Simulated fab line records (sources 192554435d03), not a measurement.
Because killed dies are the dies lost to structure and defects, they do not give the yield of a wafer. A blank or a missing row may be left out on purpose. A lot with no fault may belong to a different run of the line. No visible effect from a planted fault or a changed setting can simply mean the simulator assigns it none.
Matching of chambers | flow n5Finfet | N5_HKMG_FIN_ETCH_55 on rieDiel-04: 4 sister chambers
The step etches SOC in N2/H2, target depth 240 nm, time 300 s. 24 wafers are shown with their chamber, then 12 later ones without.

== WAFERS PAIRED WITH THEIR CHAMBERS ==
wafer  | chamber | showerheadPlenumPTorr (Torr) | drypumpMotorCurrentA (A) | throttleValvePct (%)
L077.1 | 2       | 2.64                         | 5.6                      | 18.12
L077.2 | 1       | 2.71                         | 6.2                      | 17.83
L077.3 | 0       | 2.48                         | 5.5                      | 17.44
L077.4 | 3       | 2.70                         | 5.6                      | 17.75
L077.5 | 2       | 2.64                         | 5.6                      | 18.11
L077.6 | 3       | 2.70                         | 5.6                      | 17.74
L079.2 | 3       | 2.70                         | 5.7                      | 17.76
L079.3 | 2       | 2.64                         | 5.6                      | 18.14
L079.4 | 1       | 2.71                         | 6.2                      | 17.82
L081.1 | 2       | 2.64                         | 5.6                      | 18.13
L081.4 | 1       | 2.71                         | 6.2                      | 17.84
L081.6 | 0       | 2.48                         | 5.5                      | 17.44
L082.1 | 1       | 2.71                         | 6.2                      | 17.86
L082.4 | 2       | 2.64                         | 5.6                      | 18.13
L082.5 | 1       | 2.71                         | 6.2                      | 17.84
L087.3 | 0       | 2.47                         | 5.5                      | 17.48
L087.4 | 3       | 2.70                         | 5.7                      | 17.77
L087.6 | 0       | 2.47                         | 5.5                      | 17.46
L089.1 | 2       | 2.63                         | 5.6                      | 18.16
L089.2 | 3       | 2.69                         | 5.7                      | 17.80
L089.4 | 0       | 2.47                         | 5.5                      | 17.48
L092.1 | 3       | 2.69                         | 5.6                      | 17.81
L092.2 | 2       | 2.63                         | 5.6                      | 18.18
L092.3 | 0       | 2.47                         | 5.5                      | 17.48

SIGNATURES (averages over the wafers above)
reading               | chamber 0 | chamber 1 | chamber 2 | chamber 3 | scatter within a chamber
showerheadPlenumPTorr | 2.4733    | 2.7100    | 2.6371    | 2.6967    | 0.00453
drypumpMotorCurrentA  | 5.500     | 6.200     | 5.600     | 5.650     | 0.0274
throttleValvePct      | 17.4633   | 17.8380   | 18.1386   | 17.7717   | 0.0226
Rule: a wafer lies at a distance from a chamber equal to the root of the sum of squares, over the readings, of (its reading less the chamber's mean, divided by the reading's scatter). The wafer belongs to the nearest chamber; if the next one is less than 2 further off, it can't be placed. The scatter: take each reading less its chamber's mean, square it, sum over the shown wafers, divide by the number of wafers less the number of chambers, and take the root.

== WAFERS MISSING THEIR CHAMBER ==
wafer  | showerheadPlenumPTorr (Torr) | drypumpMotorCurrentA (A) | throttleValvePct (%)
L094.1 | 2.69                         | 5.6                      | 17.82
L094.2 | 2.47                         | 5.5                      | 17.49
L094.3 | 2.63                         | 5.6                      | 18.19
L094.4 | 2.70                         | 6.2                      | 17.86
L094.5 | 2.47                         | 5.5                      | 17.49
L094.6 | 2.70                         | 6.2                      | 17.86
L096.1 | 2.62                         | 5.6                      | 18.19
L096.2 | 2.46                         | 5.5                      | 17.50
L096.3 | 2.70                         | 6.2                      | 17.87
L096.4 | 2.68                         | 5.6                      | 17.81
L096.5 | 2.70                         | 6.2                      | 17.87
L096.6 | 2.62                         | 5.6                      | 18.20

== WHICH CHAMBER EACH WENT THROUGH ==
wafer  | from the rows above | in truth
L094.1 | 3                   | 3
L094.2 | 0                   | 0
L094.3 | 2                   | 2
L094.4 | 1                   | 1
L094.5 | 0                   | 0
L094.6 | 1                   | 1
L096.1 | 2                   | 2
L096.2 | 0                   | 0
L096.3 | 1                   | 1
L096.4 | 3                   | 3
L096.5 | 1                   | 1
L096.6 | 2                   | 2
Placed correctly: 12 of 12. Not placeable from these rows: 0. Placed wrongly: 0.
